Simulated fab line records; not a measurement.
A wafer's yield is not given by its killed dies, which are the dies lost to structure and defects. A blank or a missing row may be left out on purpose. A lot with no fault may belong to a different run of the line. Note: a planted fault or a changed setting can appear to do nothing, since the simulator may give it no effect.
What tool caused it? | flow n5Finfet | 11 lots with 33 wafers sampled at 4 steps, on a route of 1938 steps

## WHAT THE GAUGES READ, wafer by wafer
N5_BEOL_M15_CD_MEAS_17: target cd 360 nm.
lot  | measured     | on       | cdNm (nm)
L827 | day 12 07:40 | cdSem-03 | 361.8 363.2 359.8
L829 | day 12 11:34 | cdSem-03 | 359.0 359.0 359.3
L831 | day 12 13:34 | cdSem-02 | 361.6 361.6 358.6
L830 | day 12 14:04 | cdSem-02 | 358.5 359.3 359.0
L832 | day 12 15:15 | cdSem-02 | 362.3 362.4 360.7
L833 | day 13 07:44 | cdSem-03 | 361.5 359.6 362.2
L836 | day 14 03:04 | cdSem-02 | 359.3 357.2 359.1
L839 | day 15 04:49 | cdSem-01 | 359.2 361.3 359.4
L842 | day 15 08:05 | cdSem-02 | 362.3 361.3 358.3
L846 | day 16 20:05 | cdSem-01 | 361.6 363.1 363.5
L849 | day 16 23:05 | cdSem-02 | 361.6 361.7 360.3

N5_BEOL_M15_CD_MEAS_28: target cd 407.6 nm.
lot  | measured     | on       | cdNm (nm)
L827 | day 12 08:52 | cdSem-01 | 405.7 405.9 406.5
L829 | day 12 12:42 | cdSem-03 | 408.3 409.7 408.5
L831 | day 12 14:37 | cdSem-03 | 402.6 403.7 405.3
L830 | day 12 15:05 | cdSem-02 | 409.7 410.0 409.9
L832 | day 12 16:16 | cdSem-03 | 405.6 408.5 407.4
L833 | day 13 08:43 | cdSem-01 | 407.1 409.9 408.5
L836 | day 14 03:56 | cdSem-02 | 408.2 408.3 406.8
L839 | day 15 05:49 | cdSem-03 | 425.2 408.2 409.5
L842 | day 15 09:17 | cdSem-02 | 406.9 423.1 406.1
L846 | day 16 21:08 | cdSem-01 | 409.2 408.9 407.4
L849 | day 17 00:13 | cdSem-02 | 407.0 408.9 407.0

N5_BEOL_M15_INSPECT_30: inspects for defects (macro).
lot  | measured     | on               | rawDefectCount
L827 | day 12 08:55 | defectInspect-01 | 0 2 2
L829 | day 12 12:45 | defectInspect-02 | 5 3 1
L831 | day 12 14:40 | defectInspect-01 | 2 3 4
L830 | day 12 15:09 | defectInspect-01 | 2 3 3
L832 | day 12 16:19 | defectInspect-02 | 5 0 2
L833 | day 13 08:47 | defectInspect-01 | 2 1 2
L836 | day 14 03:59 | defectInspect-01 | 1 2 4
L839 | day 15 05:52 | defectInspect-02 | 3 2 0
L842 | day 15 09:20 | defectInspect-02 | 4 3 1
L846 | day 16 21:11 | defectInspect-01 | 2 1 1
L849 | day 17 00:16 | defectInspect-01 | 3 3 3

## EACH LOT AND THE TOOL THAT RAN IT (in order: tool; ch and the chambers of the sampled wafers; start)
lot  | N5_BEOL_M15_PEB_26
L827 | lithoTrack-04 ch 0, day 12 08:44
L829 | lithoTrack-03 ch 0, day 12 12:35
L831 | lithoTrack-04 ch 0, day 12 14:30
L830 | lithoTrack-02 ch 0, day 12 14:59
L832 | lithoTrack-04 ch 0, day 12 16:09
L833 | lithoTrack-02 ch 0, day 13 08:37
L836 | lithoTrack-02 ch 0, day 14 03:49
L839 | lithoTrack-02 ch 0, day 15 05:42
L842 | lithoTrack-02 ch 0, day 15 09:10
L846 | lithoTrack-03 ch 0, day 16 21:01
L849 | lithoTrack-04 ch 0, day 17 00:06
- N5_BEOL_M15_PEB_26: peb time 90 s.

## WHAT THE TOOLS THEMSELVES READ (means of the sampled wafers that have a number; where no wafer has one, the mark that the record gives instead)
N5_BEOL_M15_PEB_26.
lot  | tool          | exhaustPa (Pa)
L827 | lithoTrack-04 | 45.4
L829 | lithoTrack-03 | 44.4
L831 | lithoTrack-04 | 45.1
L830 | lithoTrack-02 | 42.8
L832 | lithoTrack-04 | 45.3
L833 | lithoTrack-02 | 45.4
L836 | lithoTrack-02 | 45.9
L839 | lithoTrack-02 | 44.3
L842 | lithoTrack-02 | 45.5
L846 | lithoTrack-03 | 46.1
L849 | lithoTrack-04 | 44.8

## THE ANSWER, worked out from the rows above alone
Rule: what is usual is taken from the lots themselves. The widest of any qualifying gaps counts: lots, ordered by their means at a reading, are off when they make up no more than a third of the lots, leave a main group of 4 or more, and stand apart from it by 3 or more times the standard deviation of that group's means. A main group whose means are all the same, to the digits that the tables above print for the reading, isn't used. Also off: a lot with no number at a reading for which 4 or more lots have one. The other lots that the step has rows for count as sound. Order of review: gauges by route order, followed by the tools' own readings, for which a lot's mean as printed above is used. The first step at which some lot is off is used, and at that step the reading that is off furthest; a lot without a number counts as furthest.
None of the lots is off at any reading shown; this tells nothing.

## WHAT HAD BEEN PUT IN BY THE SIMULATOR
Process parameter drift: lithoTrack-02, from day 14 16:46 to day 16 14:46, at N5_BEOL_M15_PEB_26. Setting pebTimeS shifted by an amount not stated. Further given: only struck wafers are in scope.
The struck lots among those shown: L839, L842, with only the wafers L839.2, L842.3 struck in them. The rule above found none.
